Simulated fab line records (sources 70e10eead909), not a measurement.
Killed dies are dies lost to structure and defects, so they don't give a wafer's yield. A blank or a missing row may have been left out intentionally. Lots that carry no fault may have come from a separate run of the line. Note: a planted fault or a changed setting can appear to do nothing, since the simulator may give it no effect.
fab line records -- flow nand-harc -- part 1 of 2: steps 1 to 14 of 15
record lots=7, wafers=21, last-day=32
route steps=1302 shown A_CHANNEL_HOLE_D1@457 END@1302
lots with no fault: from the same line, run without faults
start-h: hours from the record's opening day to when the first of the lot's shown wafers began -- wait-h: hours since the lot's step before -- " as in the row above -- L1.1+2: one row covering several wafers at once -- - no value, or no start was given -- * or withheld: withheld -- < > ~ a bound
route shown NAME@n: NAME is a module with steps in the file, n the number in the route of the first one -- usual: mean/standard deviation taken from wafers without a fault -- same: alike in all rows -- chamber/n: place in a boat -- sites: the reading at each site -- _std_site: the standard deviation of these -- _edge_site: inner sites' mean taken away from outer sites' mean -- radius-mm: how far each site lies from the wafer's centre -- mask NAME#n: copy n -- behind: the last tool/chamber to shape the wafer -- hold: cause of the lot's hold/its duration in hours/its outcome -- device: the transistor (n, p or np) that didn't switch -- end of line: tests of these same wafers at the route's end -- a step given without rows: its recipe and nothing more -- killed: dies lost to structure and defects at the first sort, not the wafer's yield -- map: dies across one wafer; x = killed, . = not, _ = none there
set.NAME: the setting as run; set.NAME@STEP: as run at that earlier step -- model.NAME: the simulator's own value behind a step, which no gauge read
lots at some steps of the route; a table a step, a row a wafer
services: when a tool's chamber went out of use (start-h, in hours from the record's first day, below 0 if earlier), for how many hours, and the reason
## steps
# step NHARC_A_CHANNEL_HOLE_D1_SOFTBAKE_05
# recipe temp-c=105, time-s=55
# step NHARC_A_CHANNEL_HOLE_D1_EBR_06
# step NHARC_A_CHANNEL_HOLE_D1_EXPOSE_07
# recipe na=1.35, target-cd-nm=100, sigma-outer=0.3, dose-mj=59.65, mask-id=HOLE_D1
# step NHARC_A_CHANNEL_HOLE_D1_PEB_08
# recipe peb-temp-c=100, peb-time-s=65
# step NHARC_A_CHANNEL_HOLE_D1_DEVELOP_09
# recipe develop-time-s=35, dev-temp-c=23
# step NHARC_A_CHANNEL_HOLE_D1_CD_MEAS_10
# recipe target-cd-nm=100, landing-energy-ev=500
# usual cd-nm=99.9/0.52
lot.wafer,tool,chamber,start-h,wait-h,cd-nm
L336.2,cd-sem-01,0,221.29,-,99.5
L336.3,cd-sem-01,0,221.29,-,99.2
L336.4,cd-sem-01,0,221.29,-,100.2
L339.1,cd-sem-02,0,233.72,-,99.7
L339.2,cd-sem-02,0,233.72,-,98.9
L339.5,cd-sem-02,0,233.72,-,99.1
L338.1,cd-sem-02,0,234.16,-,99.9
L338.3,cd-sem-02,0,234.16,-,100.2
L338.6,cd-sem-02,0,234.16,-,100.4
L340.1,cd-sem-03,0,256.97,-,100.2
L340.2,cd-sem-03,0,256.97,-,99.9
L340.3,cd-sem-03,0,256.97,-,100.0
L349.2,cd-sem-01,0,335.72,-,99.8
L349.5,cd-sem-01,0,335.72,-,100.0
L349.6,cd-sem-01,0,335.72,-,100.0
L350.2,cd-sem-03,0,356.47,-,99.5
L350.4,cd-sem-03,0,356.47,-,99.8
L350.6,cd-sem-03,0,356.47,-,100.6
L352.2,cd-sem-03,0,363.32,-,99.8
L352.4,cd-sem-03,0,363.32,-,99.6
L352.6,cd-sem-03,0,363.32,-,100.0
# step NHARC_A_CHANNEL_HOLE_D1_OVL_MEAS_11
# usual overlay-x-nm=0.2/0.92, overlay-y-nm=0.4/0.75
lot.wafer,tool,chamber,start-h,wait-h,overlay-x-nm,overlay-y-nm
L336.2,overlay-02,-,221.38,-,-0.4,0.1
L336.3,overlay-02,-,221.38,-,0.1,0.6
L336.4,overlay-02,-,221.38,-,0.0,0.5
L339.1,overlay-02,-,233.81,-,0.4,0.6
L339.2,overlay-02,-,233.81,-,-0.8,0.8
L339.5,overlay-02,-,233.81,-,-0.2,1.5
L338.1,overlay-01,-,234.25,-,1.0,0.0
L338.3,overlay-01,-,234.25,-,0.6,0.5
L338.6,overlay-01,-,234.25,-,0.9,-0.5
L340.1,overlay-01,-,257.06,-,1.5,0.6
L340.2,overlay-01,-,257.06,-,0.7,0.3
L340.3,overlay-01,-,257.06,-,0.8,0.6
L349.2,overlay-02,-,335.80,-,-0.9,0.0
L349.5,overlay-02,-,335.80,-,-0.7,-0.3
L349.6,overlay-02,-,335.80,-,-0.4,0.0
L350.2,overlay-02,-,356.55,-,-0.7,-0.1
L350.4,overlay-02,-,356.55,-,0.0,0.5
L350.6,overlay-02,-,356.55,-,0.2,0.2
L352.2,overlay-01,-,363.40,-,-1.1,0.5
L352.4,overlay-01,-,363.40,-,-1.1,0.0
L352.6,overlay-01,-,363.40,-,-1.5,-0.1
# step NHARC_A_CHANNEL_HOLE_D1_INSPECT_12
# usual raw-defect-count=5.5/2.6
lot.wafer,tool,chamber,start-h,wait-h,raw-defect-count
L336.2,defect-inspect-02,-,221.42,0.0,2
L336.3,defect-inspect-02,-,221.42,0.0,3
L336.4,defect-inspect-02,-,221.42,0.0,7
L339.1,defect-inspect-01,-,233.84,0.0,2
L339.2,defect-inspect-01,-,233.84,0.0,8
L339.5,defect-inspect-01,-,233.84,0.0,5
L338.1,defect-inspect-02,-,234.29,0.0,4
L338.3,defect-inspect-02,-,234.29,0.0,5
L338.6,defect-inspect-02,-,234.29,0.0,5
L340.1,defect-inspect-01,-,257.10,0.0,5
L340.2,defect-inspect-01,-,257.10,0.0,2
L340.3,defect-inspect-01,-,257.10,0.0,7
L349.2,defect-inspect-02,-,335.84,0.0,7
L349.5,defect-inspect-02,-,335.84,0.0,5
L349.6,defect-inspect-02,-,335.84,0.0,5
L350.2,defect-inspect-01,-,356.59,0.0,5
L350.4,defect-inspect-01,-,356.59,0.0,5
L350.6,defect-inspect-01,-,356.59,0.0,5
L352.2,defect-inspect-02,-,363.44,0.0,5
L352.4,defect-inspect-02,-,363.44,0.0,4
L352.6,defect-inspect-02,-,363.44,0.0,12
# step NHARC_A_CHANNEL_HOLE_D1_DESCUM_15
# recipe time-s=3, o2-flow-sccm=200, ar-flow-sccm=0, bias-power-w=0, chemistry=O2
# usual drypump-motor-current-A=5.9/0.47, oes-product-au=1.003/0.014, rf-vpp-V=57.8/0.85, showerhead-plenum-p-Torr=1.94/0.042, throttle-valve-pct=11.312/0.0094
lot.wafer,tool,chamber,start-h,wait-h,drypump-motor-current-A,oes-product-au,rf-hours-counter-h,rf-vpp-V,showerhead-plenum-p-Torr,throttle-valve-pct
L336.2,rie-diel-07,3,221.48,0.1,5.9,0.998,8,58.4,1.94,11.326
L336.4,rie-diel-07,0,221.48,0.1,5.6,1.024,8,58.3,1.97,11.297
L336.3,rie-diel-07,1,221.48,0.1,5.4,0.995,7,57.1,1.94,11.309
L339.1,rie-diel-07,0,233.90,0.1,5.5,1.008,9,58.3,1.97,11.311
L339.2,rie-diel-07,1,233.90,0.1,5.4,1.000,9,57.3,1.94,11.321
L339.5,rie-diel-07,0,233.90,0.1,5.5,1.012,-,57.9,1.97,11.329
L338.1,rie-diel-12,1,234.35,0.1,6.1,1.000,28,59.0,1.88,11.308
L338.3,rie-diel-12,0,234.35,0.1,6.7,1.003,30,58.5,1.81,11.312
L338.6,rie-diel-12,2,234.35,0.1,5.8,1.018,-,57.2,1.90,11.297
L340.1,rie-diel-09,0,257.16,0.1,5.3,0.995,32,58.4,1.93,11.312
L340.2,rie-diel-09,2,257.16,0.1,5.5,1.017,34,57.5,1.96,11.320
L340.3,rie-diel-09,3,257.16,0.1,6.6,0.989,32,57.7,2.00,11.301
L349.2,rie-diel-12,3,335.92,0.1,5.3,1.004,20,58.7,1.89,11.307
L349.5,rie-diel-12,0,335.92,0.1,6.7,1.002,-,57.7,1.80,11.319
L349.6,rie-diel-12,1,335.92,0.1,6.2,1.022,-,57.0,1.87,11.302
L350.2,rie-diel-09,2,356.65,0.1,5.5,1.020,9,57.5,1.95,11.304
L350.4,rie-diel-09,0,356.65,0.1,5.3,0.988,11,56.4,1.92,11.309
L350.6,rie-diel-09,3,356.65,0.1,6.6,1.002,-,59.4,1.99,11.302
L352.2,rie-diel-09,2,363.51,0.1,5.5,1.020,10,58.0,1.95,11.315
L352.4,rie-diel-09,0,363.51,0.1,5.3,0.990,13,56.4,1.92,11.313
L352.6,rie-diel-09,2,363.51,0.1,5.5,1.018,-,58.2,1.95,11.309
# step NHARC_A_CHANNEL_HOLE_D1_ETCH_38
# recipe target-depth-a=390, over-etch-frac=0.3, time-s=65, ion-energy-ev=80, cf4-flow-sccm=150, ar-flow-sccm=0, rf-w=300, bias-w=100, chemistry=CF4
# usual bias-w=100.0/0.3, cf4-flow-sccm=150.0/0.54, drypump-motor-current-A=5.8/0.48, oes-product-au=1.003/0.015, rf-vpp-V=151.5/0.97, showerhead-plenum-p-Torr=1.79/0.037, throttle-valve-pct=13.284/0.0087
lot.wafer,tool,chamber,start-h,wait-h,bias-w,cf4-flow-sccm,drypump-motor-current-A,oes-product-au,rf-hours-counter-h,rf-vpp-V,showerhead-plenum-p-Torr,throttle-valve-pct
L336.2,rie-diel-07,1,221.58,0.1,99.8,150.0,5.4,1.004,7,151.7,1.79,13.287
L336.4,rie-diel-07,2,221.58,0.1,100.2,149.9,6.5,1.002,7,151.8,1.79,13.282
L336.3,rie-diel-07,3,221.58,0.1,99.9,150.0,5.9,0.991,8,152.0,1.79,13.287
L339.1,rie-diel-07,2,233.99,0.1,100.1,149.9,6.5,1.008,9,151.0,1.79,13.286
L339.2,rie-diel-07,3,233.99,0.1,99.6,150.3,5.9,0.993,9,152.1,1.79,13.296
L339.5,rie-diel-07,2,233.99,0.1,99.8,149.6,6.5,1.013,-,150.9,1.79,13.283
L338.3,rie-diel-12,1,234.43,0.1,99.7,149.1,6.1,1.009,29,150.4,1.74,13.286
L338.1,rie-diel-12,3,234.43,0.1,99.8,150.0,5.3,0.983,34,152.9,1.76,13.268
L338.6,rie-diel-12,2,234.43,0.1,99.7,149.2,5.8,1.012,-,150.4,1.75,13.297
L340.3,rie-diel-09,0,257.25,0.1,99.9,149.8,5.3,1.006,32,152.2,1.78,13.283
L340.1,rie-diel-09,1,257.25,0.1,99.7,149.6,5.5,0.990,32,151.8,1.85,13.292
L340.2,rie-diel-09,3,257.25,0.1,99.5,150.5,6.6,0.990,32,151.8,1.85,13.287
L349.2,rie-diel-12,1,336.00,0.1,100.5,151.0,6.1,1.017,14,151.2,1.73,13.272
L349.5,rie-diel-12,3,336.00,0.1,100.3,150.3,5.4,1.006,-,152.5,1.75,13.289
L349.6,rie-diel-12,0,336.00,0.1,99.6,149.8,6.7,0.999,-,149.8,1.67,13.290
L350.4,rie-diel-09,0,356.74,0.1,99.6,149.8,5.3,0.985,11,152.7,1.77,13.279
L350.2,rie-diel-09,1,356.74,0.1,100.1,149.7,5.5,1.009,4,152.2,1.85,13.295
L350.6,rie-diel-09,3,356.74,0.1,100.1,148.6,6.6,1.004,-,152.2,1.84,13.281
L352.2,rie-diel-09,1,363.59,0.1,99.7,149.9,5.5,0.997,6,151.6,1.85,13.297
L352.4,rie-diel-09,2,363.59,0.1,99.9,150.1,5.5,1.006,10,151.4,1.80,13.276
L352.6,rie-diel-09,0,363.59,0.1,99.8,150.0,5.3,0.991,-,151.1,1.77,13.281
# step NHARC_A_CHANNEL_HOLE_D1_ETCH_39
# recipe target-depth-a=2600, over-etch-frac=0.3, time-s=325, ion-energy-ev=200, n2-flow-sccm=150, h2-flow-sccm=150, ar-flow-sccm=0, rf-w=400, bias-w=150, chemistry=N2/H2
# usual bias-w=150.1/0.39, chamber-pressure-mTorr=29.998/0.022, drypump-motor-current-A=5.8/0.48, oes-product-au=1.003/0.015, rf-vpp-V=431.2/1.6, showerhead-plenum-p-Torr=2.06/0.048, throttle-valve-pct=14.172/0.0091
lot.wafer,tool,chamber,start-h,wait-h,bias-w,chamber-pressure-mTorr,drypump-motor-current-A,oes-product-au,rf-hours-counter-h,rf-vpp-V,showerhead-plenum-p-Torr,throttle-valve-pct
L336.2,rie-diel-07,0,-,-,150.0,30.017,5.5,1.010,8,432.1,2.11,14.181
L336.4,rie-diel-07,1,-,-,149.6,30.010,5.4,0.982,7,431.9,2.07,14.177
L336.3,rie-diel-07,3,-,-,149.7,29.979,5.9,0.985,8,432.2,2.07,14.169
L339.2,rie-diel-07,2,-,-,150.1,29.955,6.6,0.999,9,432.6,2.06,14.170
L339.1,rie-diel-07,0,-,-,149.8,29.980,5.6,1.019,9,432.2,2.11,14.188
L339.5,rie-diel-07,1,-,-,150.7,29.964,5.4,1.002,-,430.1,2.07,14.171
L338.1,rie-diel-12,3,-,-,150.1,29.961,5.3,1.000,34,430.1,2.03,14.176
L338.3,rie-diel-12,2,-,-,150.1,29.992,5.9,1.013,35,429.3,2.02,14.151
L338.6,rie-diel-12,3,-,-,150.2,29.995,5.4,0.990,-,430.3,2.03,14.174
L340.2,rie-diel-09,1,-,-,150.2,30.001,5.5,0.998,32,433.1,2.15,14.159
L340.1,rie-diel-09,3,-,-,149.6,30.009,6.6,0.987,32,433.3,2.14,14.170
L340.3,rie-diel-09,0,-,-,150.8,30.012,5.3,0.998,32,430.1,2.06,14.174
L349.2,rie-diel-12,2,-,-,149.9,29.978,5.9,1.034,15,429.5,2.01,14.171
L349.6,rie-diel-12,3,-,-,150.3,29.980,5.4,1.001,-,429.9,2.01,14.174
L349.5,rie-diel-12,0,-,-,150.4,29.982,6.7,0.993,-,427.1,1.92,14.165
L350.2,rie-diel-09,1,-,-,150.0,30.032,5.5,1.003,4,433.4,2.14,14.164
L350.4,rie-diel-09,2,-,-,150.1,29.999,5.5,1.006,9,431.0,2.08,14.157
L350.6,rie-diel-09,1,-,-,149.4,29.992,5.6,0.994,-,433.0,2.14,14.171
L352.4,rie-diel-09,1,-,-,149.5,30.012,5.5,1.002,6,433.4,2.14,14.174
L352.2,rie-diel-09,2,-,-,150.4,29.996,5.5,1.020,10,432.0,2.08,14.169
L352.6,rie-diel-09,0,-,-,150.2,29.995,5.3,0.996,-,430.8,2.05,14.167
# step NHARC_A_CHANNEL_HOLE_D1_ETCH_34
# recipe target-depth-a=1540, time-s=77, cf4-flow-sccm=100, chf3-flow-sccm=30, ar-flow-sccm=0, rf-w=500, bias-w=200, chemistry=CF4/CHF3
# usual bias-w=200.0/0.59, cf4-flow-sccm=100.00/0.28, drypump-motor-current-A=5.8/0.48, oes-product-au=0.951/0.023, rf-vpp-V=371.1/1.4, showerhead-plenum-p-Torr=1.59/0.036, throttle-valve-pct=16.803/0.0082
lot.wafer,tool,chamber,start-h,wait-h,bias-w,cf4-flow-sccm,drypump-motor-current-A,oes-product-au,rf-hours-counter-h,rf-vpp-V,showerhead-plenum-p-Torr,throttle-valve-pct
L336.4,rie-diel-07,3,-,-,200.3,100.37,5.9,0.920,8,372.5,1.60,16.811
L336.2,rie-diel-07,0,-,-,199.7,99.89,5.5,0.944,8,371.5,1.62,16.806
L336.3,rie-diel-07,1,-,-,200.1,99.92,5.4,0.916,8,370.6,1.60,16.816
L339.1,rie-diel-07,1,-,-,199.0,100.02,5.4,0.954,9,371.0,1.59,16.810
L339.2,rie-diel-07,2,-,-,200.1,99.91,6.6,0.967,9,371.3,1.59,16.822
L339.5,rie-diel-07,2,-,-,199.9,100.15,6.6,0.969,-,370.8,1.59,16.791
L338.3,rie-diel-12,0,-,-,199.6,100.17,6.7,0.968,31,368.6,1.49,16.797
L338.1,rie-diel-12,2,-,-,201.1,100.00,5.8,0.965,35,371.4,1.56,16.801
L338.6,rie-diel-12,0,-,-,200.4,100.18,6.7,0.964,-,367.7,1.49,16.797
L340.1,rie-diel-09,1,-,-,200.9,100.18,5.5,0.946,32,372.9,1.65,16.798
L340.3,rie-diel-09,2,-,-,199.7,100.38,5.5,1.001,34,371.8,1.61,16.804
L340.2,rie-diel-09,0,-,-,199.4,99.95,5.3,0.966,32,372.5,1.59,16.793
L349.2,rie-diel-12,3,-,-,199.5,99.65,5.3,0.961,21,371.2,1.55,16.803
L349.5,rie-diel-12,0,-,-,199.8,100.57,6.7,0.952,-,368.7,1.49,16.798
L349.6,rie-diel-12,1,-,-,201.4,100.10,6.1,0.961,-,369.7,1.54,16.801
L350.4,rie-diel-09,2,-,-,199.4,99.48,5.5,0.969,9,371.6,1.60,16.795
L350.2,rie-diel-09,0,-,-,200.0,100.26,5.4,0.957,12,371.1,1.58,16.803
L350.6,rie-diel-09,2,-,-,199.3,99.81,5.5,0.960,-,372.3,1.60,16.806
L352.4,rie-diel-09,3,-,-,200.2,99.80,6.6,0.978,12,372.7,1.63,16.777
L352.2,rie-diel-09,0,-,-,199.7,100.16,5.3,0.967,13,370.5,1.58,16.808
L352.6,rie-diel-09,2,-,-,201.6,99.47,5.5,0.981,-,371.1,1.60,16.814
# step NHARC_A_CHANNEL_HOLE_D1_ETCH_16
# recipe target-depth-a=31000, over-etch-frac=0.3, time-s=806, ion-energy-ev=150, o2-flow-sccm=400, cos-flow-sccm=20, ar-flow-sccm=0, rf-w=500, bias-w=300, chemistry=O2/COS
# usual bias-w=300.0/0.89, chamber-pressure-mTorr=20.001/0.02, drypump-motor-current-A=5.9/0.47, oes-product-au=1.004/0.014, rf-vpp-V=314.7/1.2, showerhead-plenum-p-Torr=3.16/0.062, throttle-valve-pct=28.329/0.0087
lot.wafer,tool,chamber,start-h,wait-h,bias-w,chamber-pressure-mTorr,drypump-motor-current-A,oes-product-au,rf-hours-counter-h,rf-vpp-V,showerhead-plenum-p-Torr,throttle-valve-pct
L336.2,rie-diel-07,3,222.12,-,298.5,20.002,5.9,0.984,8,315.6,3.17,28.328
L336.4,rie-diel-07,0,222.12,-,299.7,20.003,5.5,1.008,8,313.9,3.22,28.340
L336.3,rie-diel-07,1,222.12,-,300.6,19.985,5.4,0.992,8,315.2,3.17,28.341
L339.1,rie-diel-07,1,234.43,-,-,-,-,-,-,-,-,-
L339.2,rie-diel-07,2,234.43,-,-,-,-,-,-,-,-,-
L339.5,rie-diel-07,1,234.43,-,-,-,-,-,-,-,-,-
L338.3,rie-diel-12,2,234.88,-,-,-,-,-,-,-,-,-
L338.1,rie-diel-12,1,234.88,-,-,-,-,-,-,-,-,-
L338.6,rie-diel-12,3,234.88,-,-,-,-,-,-,-,-,-
L340.2,rie-diel-09,2,257.74,-,-,-,-,-,-,-,-,-
L340.3,rie-diel-09,3,257.74,-,-,-,-,-,-,-,-,-
L340.1,rie-diel-09,0,257.74,-,-,-,-,-,-,-,-,-
L349.2,rie-diel-12,2,336.54,-,301.3,19.996,5.9,1.032,15,313.7,3.08,28.331
L349.6,rie-diel-12,1,336.54,-,300.6,20.023,6.1,1.015,-,312.1,3.06,28.318
L349.5,rie-diel-12,2,336.54,-,300.1,20.021,5.8,1.029,-,313.4,3.08,28.322
L350.4,rie-diel-09,2,357.29,-,300.1,19.991,5.5,1.006,9,316.5,3.18,28.330
L350.2,rie-diel-09,3,357.29,-,300.6,20.000,6.6,1.002,11,315.9,3.24,28.339
L350.6,rie-diel-09,1,357.29,-,299.1,19.990,5.6,1.002,-,315.9,3.26,28.326
L352.4,rie-diel-09,3,364.03,-,301.8,19.960,6.6,1.008,12,314.7,3.24,28.325
L352.2,rie-diel-09,2,364.03,-,299.6,20.002,5.5,1.008,10,316.3,3.18,28.325
L352.6,rie-diel-09,3,364.03,-,302.9,19.973,6.6,0.995,-,314.5,3.24,28.329
# step NHARC_A_CHANNEL_HOLE_D1_CD_MEAS_18
# usual cd-nm=100.6/2.8
lot.wafer,tool,chamber,start-h,wait-h,cd-nm
L336.2,cd-sem-03,-,222.64,-,101.4
L336.3,cd-sem-03,-,222.64,-,94.6
L336.4,cd-sem-03,-,222.64,-,106.0
L339.1,cd-sem-02,-,235.01,-,98.3
L339.2,cd-sem-02,-,235.01,-,96.3
L339.5,cd-sem-02,-,235.01,-,100.0
L338.1,cd-sem-01,-,235.45,-,99.1
L338.3,cd-sem-01,-,235.45,-,99.8
L338.6,cd-sem-01,-,235.45,-,100.8
L340.1,cd-sem-03,-,258.26,-,100.3
L340.2,cd-sem-03,-,258.26,-,100.8
L340.3,cd-sem-03,-,258.26,-,102.2
L349.2,cd-sem-03,-,337.06,-,101.6
L349.5,cd-sem-03,-,337.06,-,97.6
L349.6,cd-sem-03,-,337.06,-,102.0
L350.2,cd-sem-02,-,357.76,-,107.1
L350.4,cd-sem-02,-,357.76,-,94.1
L350.6,cd-sem-02,-,357.76,-,102.5
L352.2,cd-sem-03,-,364.60,-,99.0
L352.4,cd-sem-03,-,364.60,-,107.1
L352.6,cd-sem-03,-,364.60,-,103.2
## key
first-sign step=NHARC_A_CHANNEL_HOLE_D1_ETCH_16, reading=tool-record, direction=missing
effect step=NHARC_END_SORT_01, reading=killed-at-array, direction=up, sigmas=29, usual=59, struck=672
more-kills-born-at NHARC_A_CHANNEL_HOLE_D1_ETCH_16@rie-diel-12=1850, NHARC_A_CHANNEL_HOLE_D1_ETCH_16@rie-diel-07=1802, NHARC_A_CHANNEL_HOLE_D1_ETCH_16@rie-diel-09=1783
met-at NHARC_A_CHANNEL_HOLE_D1_ETCH_16
struck-wafers L338.1,L338.3,L338.6,L339.1,L339.2,L339.5,L340.1,L340.2,L340.3
later-rows-left-out L338.1,L338.3,L338.6,L339.1,L339.2,L339.5,L340.1,L340.2,L340.3
tester-left-out L338,L339,L340
onset-between 222.12 234.43
fault kind=skipped-step-whole, tool=rie-diel-07,rie-diel-09,rie-diel-12, chamber=-, onset-h=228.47, steps=NHARC_A_CHANNEL_HOLE_D1_ETCH_16, scope=struck-lots-only
# tester-left-out: of these lots the tester's yield and bins aren't shown, on N5 and GAA mostly nor the transistor test; their killed dies are dies lost to structure and defects alone, not to doping, threshold or leakage, so they don't give the yield
# later-rows-left-out: the simulator's readings of these wafers behind a module that went badly wrong aren't trusted and aren't shown, but for the sort
